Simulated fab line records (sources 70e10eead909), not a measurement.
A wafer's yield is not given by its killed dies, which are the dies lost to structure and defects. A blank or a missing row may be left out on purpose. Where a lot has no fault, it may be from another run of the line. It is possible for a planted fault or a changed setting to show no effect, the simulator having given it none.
Matching of chambers | flow nand_harc | 4 sister chambers for NHARC_P_CONTACT_ETCH_35 on rie_diel-06
The step etches the open film in CF4, target depth 39 nm, time 65 s. 22 wafers are shown with their chamber, then 11 later ones without.

== WAFERS WITH THEIR CHAMBER ==
wafer  | chamber | drypump_motor_current_A (A) | oes_product_au (a.u.) | rf_vpp_V (V)
L074.3 | 3       | 5.1                         | 1.001                 | 150.8
L074.4 | 0       | 6.0                         | 1.009                 | 151.3
L074.5 | 2       | 5.8                         | 1.007                 | 150.0
L077.1 | 1       | 5.2                         | 1.015                 | 151.7
L077.4 | 3       | 5.1                         | 1.002                 | 149.9
L077.5 | 3       | 5.1                         | 1.005                 | 150.5
L079.4 | 0       | 6.0                         | 1.020                 | 150.8
L079.5 | 0       | 6.0                         | 1.018                 | 150.8
L079.6 | 3       | 5.0                         | 1.020                 | 150.2
L081.1 | 0       | 6.0                         | 1.016                 | 150.6
L081.4 | 2       | 5.8                         | 0.997                 | 149.9
L081.5 | 0       | 6.0                         | 1.016                 | 151.7
L083.1 | 2       | 5.8                         | 1.000                 | 149.9
L083.3 | 1       | 5.2                         | 1.010                 | 152.2
L083.6 | 1       | 5.3                         | 0.999                 | 151.1
L085.2 | 0       | 6.0                         | 1.023                 | 151.1
L085.3 | 2       | 5.8                         | 0.993                 | 151.3
L085.6 | 1       | 5.2                         | 1.000                 | 150.8
L087.3 | 2       | 5.8                         | 0.997                 | 149.4
L087.4 | 2       | 5.8                         | 0.981                 | 151.6
L087.6 | 1       | 5.2                         | 1.005                 | 150.8
L088.4 | 0       | 6.0                         | 1.010                 | 151.5

SIGNATURES (averages over the wafers above)
reading                 | chamber 0 | chamber 1 | chamber 2 | chamber 3 | scatter within a chamber
drypump_motor_current_A | 6.000     | 5.220     | 5.800     | 5.075     | 0.0293
oes_product_au          | 1.01600   | 1.00580   | 0.99583   | 1.00700   | 0.00724
rf_vpp_V                | 151.114   | 151.320   | 150.350   | 150.350   | 0.617
Rule: a wafer lies at a distance from a chamber equal to the root of the sum of squares, over the readings, of (its reading less the chamber's mean, divided by the reading's scatter). The wafer belongs to the nearest chamber; if the next one is less than 2 further off, it can't be placed. The scatter is the square root of a quotient: the sum, over the shown wafers, of each reading's squared deviation from its chamber's mean, divided by wafers minus chambers.

== WAFERS WITH NO CHAMBER GIVEN ==
wafer  | drypump_motor_current_A (A) | oes_product_au (a.u.) | rf_vpp_V (V)
L088.5 | 6.0                         | 1.008                 | 152.6
L088.6 | 5.2                         | 1.002                 | 151.5
L089.1 | 5.2                         | 1.000                 | 150.9
L089.2 | 6.0                         | 1.008                 | 151.9
L089.4 | 5.3                         | 1.003                 | 150.4
L091.1 | 6.0                         | 1.004                 | 152.1
L091.4 | 5.8                         | 0.999                 | 149.9
L091.5 | 6.1                         | 1.012                 | 151.8
L095.2 | 6.0                         | 1.029                 | 150.0
L095.4 | 5.1                         | 1.007                 | 149.3
L095.6 | 5.1                         | 1.007                 | 151.9

== EACH ONE'S CHAMBER ==
wafer  | from the rows above     | in truth
L088.5 | 0                       | 0
L088.6 | 1                       | 1
L089.1 | 1                       | 1
L089.2 | 0                       | 0
L089.4 | 1                       | 1
L091.1 | 0                       | 0
L091.4 | 2                       | 2
L091.5 | 0                       | 0
L095.2 | 0                       | 0
L095.4 | 3                       | 3
L095.6 | can't be placed: 3 or 1 | 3
Correct placement for 10 of the 11. Not placeable from these rows: 1 (in 1, the candidates include the true chamber). Number placed wrongly: 0.
